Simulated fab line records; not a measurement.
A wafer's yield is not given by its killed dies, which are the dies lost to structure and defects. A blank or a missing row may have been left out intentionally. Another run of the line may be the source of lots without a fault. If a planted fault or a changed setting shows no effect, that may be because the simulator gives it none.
The tool behind it: which one? || flow nandHarc || Sampling: 24 lots, 72 wafers, 4 of 1302 route steps

WHAT EACH GAUGE READ, for each wafer
NHARC_A_CONTACT_INSPECT_23. Usual: rawDefectCount reads 536 (standard deviation 130).
{"lot": "L075", "measured": "day 22 13:06", "on": "defectInspect-02", "rawDefectCount": "563 428 659", "flag": ""}
{"lot": "L074", "measured": "day 22 17:56", "on": "defectInspect-02", "rawDefectCount": "539 604 605", "flag": ""}
{"lot": "L076", "measured": "day 23 04:52", "on": "defectInspect-02", "rawDefectCount": "467 634 395", "flag": ""}
{"lot": "L077", "measured": "day 23 18:18", "on": "defectInspect-01", "rawDefectCount": "663 552 581", "flag": ""}
{"lot": "L078", "measured": "day 23 20:41", "on": "defectInspect-02", "rawDefectCount": "587 574 649", "flag": ""}
{"lot": "L079", "measured": "day 24 07:53", "on": "defectInspect-01", "rawDefectCount": "464 446 452", "flag": ""}
{"lot": "L080", "measured": "day 24 19:05", "on": "defectInspect-02", "rawDefectCount": "316 513 417", "flag": ""}
{"lot": "L081", "measured": "day 24 23:27", "on": "defectInspect-02", "rawDefectCount": "436 636 592", "flag": ""}
{"lot": "L082", "measured": "day 26 00:37", "on": "defectInspect-02", "rawDefectCount": "1016 902 541", "flag": ""}
{"lot": "L083", "measured": "day 26 09:41", "on": "defectInspect-02", "rawDefectCount": "757 554 489", "flag": ""}
{"lot": "L084", "measured": "day 26 15:21", "on": "defectInspect-01", "rawDefectCount": "573 688 465", "flag": ""}
{"lot": "L086", "measured": "day 26 22:50", "on": "defectInspect-01", "rawDefectCount": "732 599 574", "flag": ""}
{"lot": "L085", "measured": "day 26 23:22", "on": "defectInspect-02", "rawDefectCount": "408 331 374", "flag": ""}
{"lot": "L087", "measured": "day 28 05:16", "on": "defectInspect-02", "rawDefectCount": "517 485 513", "flag": ""}
{"lot": "L088", "measured": "day 28 07:44", "on": "defectInspect-02", "rawDefectCount": "627 663 485", "flag": ""}
{"lot": "L089", "measured": "day 29 19:41", "on": "defectInspect-02", "rawDefectCount": "376 470 382", "flag": ""}
{"lot": "L090", "measured": "day 29 21:26", "on": "defectInspect-01", "rawDefectCount": "445 452 664", "flag": ""}
{"lot": "L091", "measured": "day 30 09:28", "on": "defectInspect-02", "rawDefectCount": "577 677 643", "flag": ""}
{"lot": "L092", "measured": "day 30 12:40", "on": "defectInspect-02", "rawDefectCount": "356 392 402", "flag": ""}
{"lot": "L094", "measured": "day 30 15:28", "on": "defectInspect-02", "rawDefectCount": "477 468 600", "flag": ""}
{"lot": "L093", "measured": "day 30 18:42", "on": "defectInspect-02", "rawDefectCount": "514 614 656", "flag": ""}
{"lot": "L096", "measured": "day 31 10:53", "on": "defectInspect-02", "rawDefectCount": "593 652 593", "flag": ""}
{"lot": "L097", "measured": "day 31 13:31", "on": "defectInspect-02", "rawDefectCount": "406 535 445", "flag": ""}
{"lot": "L095", "measured": "day 31 20:17", "on": "defectInspect-02", "rawDefectCount": "514 388 586", "flag": ""}

NHARC_A_BLC_INSPECT_28. Usual: rawDefectCount reads 538 (standard deviation 140).
{"lot": "L075", "measured": "day 22 16:36", "on": "defectInspect-02", "rawDefectCount": "550 600 462", "flag": ""}
{"lot": "L074", "measured": "day 22 21:28", "on": "defectInspect-01", "rawDefectCount": "491 483 542", "flag": ""}
{"lot": "L076", "measured": "day 23 08:34", "on": "defectInspect-02", "rawDefectCount": "343 544 610", "flag": ""}
{"lot": "L077", "measured": "day 23 21:56", "on": "defectInspect-02", "rawDefectCount": "468 485 582", "flag": ""}
{"lot": "L078", "measured": "day 24 00:19", "on": "defectInspect-01", "rawDefectCount": "745 664 532", "flag": ""}
{"lot": "L079", "measured": "day 24 11:35", "on": "defectInspect-02", "rawDefectCount": "556 491 549", "flag": ""}
{"lot": "L080", "measured": "day 24 22:36", "on": "defectInspect-02", "rawDefectCount": "527 648 411", "flag": ""}
{"lot": "L081", "measured": "day 25 02:58", "on": "defectInspect-02", "rawDefectCount": "524 479 506", "flag": ""}
{"lot": "L082", "measured": "day 26 04:28", "on": "defectInspect-01", "rawDefectCount": "743 859 694", "flag": ""}
{"lot": "L083", "measured": "day 26 13:11", "on": "defectInspect-01", "rawDefectCount": "605 732 548", "flag": ""}
{"lot": "L084", "measured": "day 26 18:54", "on": "defectInspect-01", "rawDefectCount": "380 458 360", "flag": ""}
{"lot": "L086", "measured": "day 27 02:29", "on": "defectInspect-02", "rawDefectCount": "324 347 380", "flag": ""}
{"lot": "L085", "measured": "day 27 03:01", "on": "defectInspect-01", "rawDefectCount": "570 564 708", "flag": ""}
{"lot": "L087", "measured": "day 28 08:51", "on": "defectInspect-02", "rawDefectCount": "940 606 682", "flag": ""}
{"lot": "L088", "measured": "day 28 11:25", "on": "defectInspect-02", "rawDefectCount": "450 461 376", "flag": ""}
{"lot": "L089", "measured": "day 29 23:19", "on": "defectInspect-01", "rawDefectCount": "518 801 631", "flag": ""}
{"lot": "L090", "measured": "day 30 00:58", "on": "defectInspect-01", "rawDefectCount": "356 434 448", "flag": ""}
{"lot": "L091", "measured": "day 30 13:07", "on": "defectInspect-02", "rawDefectCount": "350 445 301", "flag": ""}
{"lot": "L092", "measured": "day 30 16:18", "on": "defectInspect-02", "rawDefectCount": "482 460 542", "flag": ""}
{"lot": "L094", "measured": "day 30 19:07", "on": "defectInspect-02", "rawDefectCount": "613 452 545", "flag": ""}
{"lot": "L093", "measured": "day 30 22:24", "on": "defectInspect-02", "rawDefectCount": "445 545 462", "flag": ""}
{"lot": "L096", "measured": "day 31 14:32", "on": "defectInspect-02", "rawDefectCount": "480 526 498", "flag": ""}
{"lot": "L097", "measured": "day 31 17:15", "on": "defectInspect-02", "rawDefectCount": "340 676 570", "flag": ""}
{"lot": "L095", "measured": "day 31 23:58", "on": "defectInspect-02", "rawDefectCount": "446 975 723", "flag": ""}

NHARC_A_M1_OVL_MEAS_10: pitch 240 nm. Usual: overlayXNm 0.0 nm, standard deviation 0.73; overlayYNm 0.0 nm, standard deviation 0.7.
{"lot": "L075", "measured": "day 22 21:27", "on": "overlay-02", "overlayXNm (nm)": "0.0 0.4 0.8", "overlayYNm (nm)": "-1.1 -0.5 -1.6", "flag": ""}
{"lot": "L074", "measured": "day 23 02:27", "on": "overlay-02", "overlayXNm (nm)": "0.2 0.6 0.4", "overlayYNm (nm)": "0.3 0.0 -0.1", "flag": ""}
{"lot": "L076", "measured": "day 23 13:33", "on": "overlay-02", "overlayXNm (nm)": "0.4 0.6 0.7", "overlayYNm (nm)": "0.3 0.3 -0.1", "flag": ""}
{"lot": "L077", "measured": "day 24 02:56", "on": "overlay-02", "overlayXNm (nm)": "-0.2 -0.3 -0.2", "overlayYNm (nm)": "-0.6 -0.6 -1.0", "flag": ""}
{"lot": "L078", "measured": "day 24 05:22", "on": "overlay-01", "overlayXNm (nm)": "-0.3 -0.8 -0.2", "overlayYNm (nm)": "1.0 0.7 0.3", "flag": ""}
{"lot": "L079", "measured": "day 24 16:38", "on": "overlay-02", "overlayXNm (nm)": "0.9 0.9 1.2", "overlayYNm (nm)": "-0.4 0.3 0.1", "flag": ""}
{"lot": "L080", "measured": "day 25 03:38", "on": "overlay-01", "overlayXNm (nm)": "0.2 -0.3 -0.2", "overlayYNm (nm)": "0.0 0.2 -0.5", "flag": ""}
{"lot": "L081", "measured": "day 25 07:55", "on": "overlay-01", "overlayXNm (nm)": "-0.2 -0.6 -0.5", "overlayYNm (nm)": "-1.3 -1.2 -1.6", "flag": ""}
{"lot": "L082", "measured": "day 26 09:30", "on": "overlay-02", "overlayXNm (nm)": "1.0 0.6 0.8", "overlayYNm (nm)": "0.2 0.6 0.5", "flag": ""}
{"lot": "L083", "measured": "day 26 18:13", "on": "overlay-02", "overlayXNm (nm)": "-0.5 -0.5 -0.2", "overlayYNm (nm)": "-0.3 -0.4 -0.6", "flag": ""}
{"lot": "L084", "measured": "day 26 23:59", "on": "overlay-02", "overlayXNm (nm)": "-1.0 -0.4 -0.5", "overlayYNm (nm)": "0.7 1.0 0.7", "flag": ""}
{"lot": "L086", "measured": "day 27 07:31", "on": "overlay-02", "overlayXNm (nm)": "-1.2 -0.5 -1.2", "overlayYNm (nm)": "1.0 0.6 0.6", "flag": ""}
{"lot": "L085", "measured": "day 27 08:05", "on": "overlay-01", "overlayXNm (nm)": "0.2 -0.2 0.0", "overlayYNm (nm)": "0.5 0.3 0.5", "flag": ""}
{"lot": "L087", "measured": "day 28 13:46", "on": "overlay-01", "overlayXNm (nm)": "-0.3 -0.7 -0.6", "overlayYNm (nm)": "0.1 -0.3 0.4", "flag": ""}
{"lot": "L088", "measured": "day 28 16:22", "on": "overlay-01", "overlayXNm (nm)": "-1.2 -1.2 -1.0", "overlayYNm (nm)": "0.3 0.3 0.3", "flag": ""}
{"lot": "L089", "measured": "day 30 04:20", "on": "overlay-02", "overlayXNm (nm)": "-0.5 -0.4 -0.7", "overlayYNm (nm)": "-0.5 -0.9 -0.8", "flag": ""}
{"lot": "L090", "measured": "day 30 05:44", "on": "overlay-02", "overlayXNm (nm)": "-0.2 0.7 0.5", "overlayYNm (nm)": "0.0 0.1 0.6", "flag": ""}
{"lot": "L091", "measured": "day 30 17:53", "on": "overlay-02", "overlayXNm (nm)": "1.0 0.5 0.5", "overlayYNm (nm)": "0.3 0.4 0.5", "flag": ""}
{"lot": "L092", "measured": "day 30 21:10", "on": "overlay-02", "overlayXNm (nm)": "1.1 1.0 1.3", "overlayYNm (nm)": "1.1 1.0 0.8", "flag": ""}
{"lot": "L094", "measured": "day 30 23:56", "on": "overlay-01", "overlayXNm (nm)": "0.9 1.0 0.8", "overlayYNm (nm)": "-0.1 0.1 0.7", "flag": ""}
{"lot": "L093", "measured": "day 31 03:27", "on": "overlay-01", "overlayXNm (nm)": "-0.2 0.0 -0.9", "overlayYNm (nm)": "1.2 0.9 1.2", "flag": ""}
{"lot": "L096", "measured": "day 31 19:28", "on": "overlay-01", "overlayXNm (nm)": "-0.4 0.1 0.3", "overlayYNm (nm)": "-1.3 -0.6 -0.8", "flag": ""}
{"lot": "L097", "measured": "day 31 22:22", "on": "overlay-01", "overlayXNm (nm)": "1.0 1.5 1.3", "overlayYNm (nm)": "-0.5 0.3 -0.6", "flag": ""}
{"lot": "L095", "measured": "day 32 20:23", "on": "overlay-02", "overlayXNm (nm)": "-0.6 -1.1 -0.9", "overlayYNm (nm)": "-0.5 -1.5 -0.3", "flag": ""}

TOOL THAT RAN EACH LOT (tool first, then ch and the chambers of the sampled wafers, then the start)
{"lot": "L075", "NHARC_A_CONTACT_ETCH_31": "rieDiel-02 ch 0,2,3, day 22 13:06 or earlier"}
{"lot": "L074", "NHARC_A_CONTACT_ETCH_31": "rieDiel-03 ch 2,3, day 22 17:56 or earlier"}
{"lot": "L076", "NHARC_A_CONTACT_ETCH_31": "rieDiel-02 ch 1,3, day 23 04:52 or earlier"}
{"lot": "L077", "NHARC_A_CONTACT_ETCH_31": "rieDiel-02 ch 1,2,3, day 23 18:18 or earlier"}
{"lot": "L078", "NHARC_A_CONTACT_ETCH_31": "rieDiel-02 ch 0,3, day 23 20:41 or earlier"}
{"lot": "L079", "NHARC_A_CONTACT_ETCH_31": "rieDiel-03 ch 0,2,3, day 24 07:53 or earlier"}
{"lot": "L080", "NHARC_A_CONTACT_ETCH_31": "rieDiel-13 ch 0,3, day 24 19:05 or earlier"}
{"lot": "L081", "NHARC_A_CONTACT_ETCH_31": "rieDiel-13 ch 1,2, day 24 23:27 or earlier"}
{"lot": "L082", "NHARC_A_CONTACT_ETCH_31": "rieDiel-02 ch 0,3, day 26 00:37 or earlier"}
{"lot": "L083", "NHARC_A_CONTACT_ETCH_31": "rieDiel-02 ch 0,2,3, day 26 09:41 or earlier"}
{"lot": "L084", "NHARC_A_CONTACT_ETCH_31": "rieDiel-13 ch 2,3, day 26 15:21 or earlier"}
{"lot": "L086", "NHARC_A_CONTACT_ETCH_31": "rieDiel-02 ch 0,1,2, day 26 22:50 or earlier"}
{"lot": "L085", "NHARC_A_CONTACT_ETCH_31": "rieDiel-13 ch 2,3, day 26 23:22 or earlier"}
{"lot": "L087", "NHARC_A_CONTACT_ETCH_31": "rieDiel-03 ch 1,3, day 28 05:16 or earlier"}
{"lot": "L088", "NHARC_A_CONTACT_ETCH_31": "rieDiel-02 ch 1,2,3, day 28 07:44 or earlier"}
{"lot": "L089", "NHARC_A_CONTACT_ETCH_31": "rieDiel-02 ch 0,2,3, day 29 19:41 or earlier"}
{"lot": "L090", "NHARC_A_CONTACT_ETCH_31": "rieDiel-13 ch 0,1,2, day 29 21:26 or earlier"}
{"lot": "L091", "NHARC_A_CONTACT_ETCH_31": "rieDiel-03 ch 1,2,3, day 30 09:28 or earlier"}
{"lot": "L092", "NHARC_A_CONTACT_ETCH_31": "rieDiel-02 ch 0,2, day 30 12:40 or earlier"}
{"lot": "L094", "NHARC_A_CONTACT_ETCH_31": "rieDiel-03 ch 0,1,2, day 30 15:28 or earlier"}
{"lot": "L093", "NHARC_A_CONTACT_ETCH_31": "rieDiel-03 ch 1,2, day 30 18:42 or earlier"}
{"lot": "L096", "NHARC_A_CONTACT_ETCH_31": "rieDiel-13 ch 0,2, day 31 10:53 or earlier"}
{"lot": "L097", "NHARC_A_CONTACT_ETCH_31": "rieDiel-03 ch 0,2,3, day 31 13:31 or earlier"}
{"lot": "L095", "NHARC_A_CONTACT_ETCH_31": "rieDiel-02 ch 0,1,3, day 31 20:17 or earlier"}
- NHARC_A_CONTACT_ETCH_31: etches the open film in O2/COS, target depth 2800 nm, time 728 s.

WHAT THE TOOLS THEMSELVES READ (means of the sampled wafers that have a number; where no wafer has one, the mark that the record gives instead)
NHARC_A_CONTACT_ETCH_31. Usual: drypumpMotorCurrentA 5.9 A, standard deviation 0.38; oesProductAu 0.998 a.u., standard deviation 0.013; rfVppV 314.6 V, standard deviation 2.2; showerheadPlenumPTorr 3.16 Torr, standard deviation 0.14; throttleValvePct 28.331 %, standard deviation 0.0088.
{"lot": "L075", "tool": "rieDiel-02", "drypumpMotorCurrentA (A)": 5.7, "oesProductAu (a.u.)": 1.011, "rfVppV (V)": 314.8, "showerheadPlenumPTorr (Torr)": 3.15, "throttleValvePct (%)": 28.332, "flag": ""}
{"lot": "L074", "tool": "rieDiel-03", "drypumpMotorCurrentA (A)": 6.0, "oesProductAu (a.u.)": 0.985, "rfVppV (V)": 313.1, "showerheadPlenumPTorr (Torr)": 3.07, "throttleValvePct (%)": 28.330, "flag": ""}
{"lot": "L076", "tool": "rieDiel-02", "drypumpMotorCurrentA (A)": 5.4, "oesProductAu (a.u.)": 1.008, "rfVppV (V)": 315.3, "showerheadPlenumPTorr (Torr)": 3.21, "throttleValvePct (%)": 28.332, "flag": ""}
{"lot": "L077", "tool": "rieDiel-02", "drypumpMotorCurrentA (A)": 5.5, "oesProductAu (a.u.)": 0.996, "rfVppV (V)": 313.2, "showerheadPlenumPTorr (Torr)": 3.12, "throttleValvePct (%)": 28.337, "flag": ""}
{"lot": "L078", "tool": "rieDiel-02", "drypumpMotorCurrentA (A)": 5.5, "oesProductAu (a.u.)": 0.998, "rfVppV (V)": 316.0, "showerheadPlenumPTorr (Torr)": 3.23, "throttleValvePct (%)": 28.328, "flag": ""}
{"lot": "L079", "tool": "rieDiel-03", "drypumpMotorCurrentA (A)": 6.0, "oesProductAu (a.u.)": 1.002, "rfVppV (V)": 313.7, "showerheadPlenumPTorr (Torr)": 3.08, "throttleValvePct (%)": 28.327, "flag": ""}
{"lot": "L080", "tool": "rieDiel-13", "drypumpMotorCurrentA (A)": 5.9, "oesProductAu (a.u.)": 0.997, "rfVppV (V)": 316.2, "showerheadPlenumPTorr (Torr)": 3.30, "throttleValvePct (%)": 28.321, "flag": ""}
{"lot": "L081", "tool": "rieDiel-13", "drypumpMotorCurrentA (A)": 6.4, "oesProductAu (a.u.)": 0.997, "rfVppV (V)": 315.8, "showerheadPlenumPTorr (Torr)": 3.25, "throttleValvePct (%)": 28.336, "flag": ""}
{"lot": "L082", "tool": "rieDiel-02", "drypumpMotorCurrentA (A)": 5.5, "oesProductAu (a.u.)": 0.992, "rfVppV (V)": 314.9, "showerheadPlenumPTorr (Torr)": 3.23, "throttleValvePct (%)": 28.333, "flag": ""}
{"lot": "L083", "tool": "rieDiel-02", "drypumpMotorCurrentA (A)": 5.6, "oesProductAu (a.u.)": 0.981, "rfVppV (V)": 315.3, "showerheadPlenumPTorr (Torr)": 3.15, "throttleValvePct (%)": 28.340, "flag": ""}
{"lot": "L084", "tool": "rieDiel-13", "drypumpMotorCurrentA (A)": 6.2, "oesProductAu (a.u.)": 0.995, "rfVppV (V)": 313.4, "showerheadPlenumPTorr (Torr)": 3.17, "throttleValvePct (%)": 28.336, "flag": ""}
{"lot": "L086", "tool": "rieDiel-02", "drypumpMotorCurrentA (A)": 5.5, "oesProductAu (a.u.)": 0.991, "rfVppV (V)": 313.7, "showerheadPlenumPTorr (Torr)": 3.09, "throttleValvePct (%)": 28.329, "flag": ""}
{"lot": "L085", "tool": "rieDiel-13", "drypumpMotorCurrentA (A)": 5.9, "oesProductAu (a.u.)": 0.996, "rfVppV (V)": 315.9, "showerheadPlenumPTorr (Torr)": 3.26, "throttleValvePct (%)": 28.318, "flag": ""}
{"lot": "L087", "tool": "rieDiel-03", "drypumpMotorCurrentA (A)": 6.0, "oesProductAu (a.u.)": 0.993, "rfVppV (V)": 316.0, "showerheadPlenumPTorr (Torr)": 3.28, "throttleValvePct (%)": 28.328, "flag": ""}
{"lot": "L088", "tool": "rieDiel-02", "drypumpMotorCurrentA (A)": 5.5, "oesProductAu (a.u.)": 0.998, "rfVppV (V)": 314.0, "showerheadPlenumPTorr (Torr)": 3.11, "throttleValvePct (%)": 28.342, "flag": ""}
{"lot": "L089", "tool": "rieDiel-02", "drypumpMotorCurrentA (A)": 5.7, "oesProductAu (a.u.)": 0.983, "rfVppV (V)": 314.5, "showerheadPlenumPTorr (Torr)": 3.14, "throttleValvePct (%)": 28.321, "flag": ""}
{"lot": "L090", "tool": "rieDiel-13", "drypumpMotorCurrentA (A)": 6.4, "oesProductAu (a.u.)": 1.005, "rfVppV (V)": 315.2, "showerheadPlenumPTorr (Torr)": 3.18, "throttleValvePct (%)": 28.340, "flag": ""}
{"lot": "L091", "tool": "rieDiel-03", "drypumpMotorCurrentA (A)": 6.0, "oesProductAu (a.u.)": 0.996, "rfVppV (V)": 314.4, "showerheadPlenumPTorr (Torr)": 3.17, "throttleValvePct (%)": 28.336, "flag": ""}
{"lot": "L092", "tool": "rieDiel-02", "drypumpMotorCurrentA (A)": 5.7, "oesProductAu (a.u.)": 0.982, "rfVppV (V)": 314.5, "showerheadPlenumPTorr (Torr)": 3.13, "throttleValvePct (%)": 28.330, "flag": ""}
{"lot": "L094", "tool": "rieDiel-03", "drypumpMotorCurrentA (A)": 6.1, "oesProductAu (a.u.)": 0.993, "rfVppV (V)": 314.0, "showerheadPlenumPTorr (Torr)": 3.09, "throttleValvePct (%)": 28.334, "flag": ""}
{"lot": "L093", "tool": "rieDiel-03", "drypumpMotorCurrentA (A)": 6.1, "oesProductAu (a.u.)": 0.984, "rfVppV (V)": 313.8, "showerheadPlenumPTorr (Torr)": 3.06, "throttleValvePct (%)": 28.330, "flag": ""}
{"lot": "L096", "tool": "rieDiel-13", "drypumpMotorCurrentA (A)": 6.4, "oesProductAu (a.u.)": 1.009, "rfVppV (V)": 313.8, "showerheadPlenumPTorr (Torr)": 3.12, "throttleValvePct (%)": 28.334, "flag": ""}
{"lot": "L097", "tool": "rieDiel-03", "drypumpMotorCurrentA (A)": 6.0, "oesProductAu (a.u.)": 1.007, "rfVppV (V)": 313.7, "showerheadPlenumPTorr (Torr)": 3.05, "throttleValvePct (%)": 28.336, "flag": ""}
{"lot": "L095", "tool": "rieDiel-02", "drypumpMotorCurrentA (A)": 5.4, "oesProductAu (a.u.)": 1.000, "rfVppV (V)": 315.5, "showerheadPlenumPTorr (Torr)": 3.18, "throttleValvePct (%)": 28.336, "flag": ""}

THE ANSWER, worked out from the rows above alone
Rule: take the mean of a lot's wafers that have a number; if it is more than 3 standard deviations from the usual mean, the lot is off. Also off: a lot with no number at a reading for which 4 or more lots have one. All remaining lots with rows at the step are treated as sound. First the gauges in route order, then the tools' own readings, where a lot's mean is used as printed above. The first step at which some lot is off is used, and at that step the reading that is off furthest; a lot without a number counts as furthest.
Nothing can be told from this: no lot is off at any reading shown.

WHAT WAS PUT IN BY THE SIMULATOR
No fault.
